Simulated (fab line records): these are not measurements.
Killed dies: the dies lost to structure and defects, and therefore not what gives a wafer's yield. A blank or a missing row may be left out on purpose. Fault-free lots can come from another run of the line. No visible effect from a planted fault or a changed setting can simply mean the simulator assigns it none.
A single fault, viewed from 3 desks + flow n5_finfet + only its own numbers are on each desk; what lay behind them is given at the end

## FROM THE METROLOGY DESK
What the gauges read, lot by lot, whatever tool the lot ran on: means of the sampled wafers that have a number. Any lot whose mean is over 4 standard deviations away from the usual mean is out of limits and marked OUT; that distance is given in the brackets.
Columns: A = cd_nm at N5_MOL_CONTACT_COAG_CD_MEAS_84, usual 25.09 nm; B = VG_OVL at N5_MOL_CONTACT_COAG_OVL_MEAS_85, usual 0.1 nm
| lot  | first seen here | A     | B    |
|------|-----------------|-------|------|
| L614 | day 5 04:11     | 24.83 | -0.1 |
| L618 | day 6 06:17     | 25.08 | 1.0  |
| L622 | day 7 12:07     | 24.77 | -0.5 |
| L628 | day 8 23:58     | 25.36 | 0.4  |
| L637 | day 10 21:28    | 25.33 | -0.1 |
| L636 | day 11 01:46    | 25.06 | 0.1  |
This desk's finding: nothing out of limits on any of the 6 lots.

## THE DEFECT DESK
For each lot, the counts of the inspections along the route, averaged over the sampled wafers that have a number. Any lot whose mean is over 4 standard deviations away from the usual mean is out of limits and marked OUT; that distance is given in the brackets.
Columns: A = raw_defect_count at N5_MOL_CONTACT_COAG_INSPECT_57, usual 211
| lot  | first seen here | A   |
|------|-----------------|-----|
| L614 | day 5 04:17     | 213 |
| L618 | day 6 06:23     | 208 |
| L622 | day 7 12:12     | 161 |
| L628 | day 9 00:04     | 194 |
| L637 | day 10 21:33    | 229 |
| L636 | day 11 01:51    | 165 |
This desk's finding: nothing out of limits on any of the 6 lots.

## TOOL OWNER'S DESK, rie_diel-04
The tool's own readings at N5_MOL_CONTACT_COAG_ETCH_91 (etches SOC in N2/H2, target depth 60 nm, overetch 21 nm, time 101.2 s): means of the sampled wafers that have a number, for each lot that ran on this tool. Any lot whose mean is over 4 standard deviations away from the usual mean is out of limits and marked OUT; that distance is given in the brackets.
Columns: A = chamber_pressure_mTorr at N5_MOL_CONTACT_COAG_ETCH_91, usual 30.001 mTorr; B = drypump_motor_current_A at N5_MOL_CONTACT_COAG_ETCH_91, usual 5.8 A; C = oes_product_au at N5_MOL_CONTACT_COAG_ETCH_91, usual 0.61 a.u.; D = rf_vpp_V at N5_MOL_CONTACT_COAG_ETCH_91, usual 524.5 V; E = showerhead_plenum_p_Torr at N5_MOL_CONTACT_COAG_ETCH_91, usual 2.56 Torr; F = throttle_valve_pct at N5_MOL_CONTACT_COAG_ETCH_91, usual 17.83 %
| lot  | first seen here | A      | B   | C    | D     | E    | F     |
|------|-----------------|--------|-----|------|-------|------|-------|
| L614 | day 5 04:40     | 30.003 | 5.3 | 0.59 | 525.7 | 2.63 | 17.91 |
| L618 | day 6 07:25     | 30.022 | 5.7 | 0.69 | 525.0 | 2.59 | 17.86 |
| L622 | day 7 12:46     | 29.986 | 5.7 | 0.68 | 525.4 | 2.59 | 17.93 |
This desk's finding: nothing out of limits on any of the 3 lots.

## PUT TOGETHER
The metrology desk saw nothing out of limits.
The defect desk saw nothing out of limits.
The desk of the tool owner found nothing out of limits.

## WHAT HAD BEEN PUT IN BY THE SIMULATOR
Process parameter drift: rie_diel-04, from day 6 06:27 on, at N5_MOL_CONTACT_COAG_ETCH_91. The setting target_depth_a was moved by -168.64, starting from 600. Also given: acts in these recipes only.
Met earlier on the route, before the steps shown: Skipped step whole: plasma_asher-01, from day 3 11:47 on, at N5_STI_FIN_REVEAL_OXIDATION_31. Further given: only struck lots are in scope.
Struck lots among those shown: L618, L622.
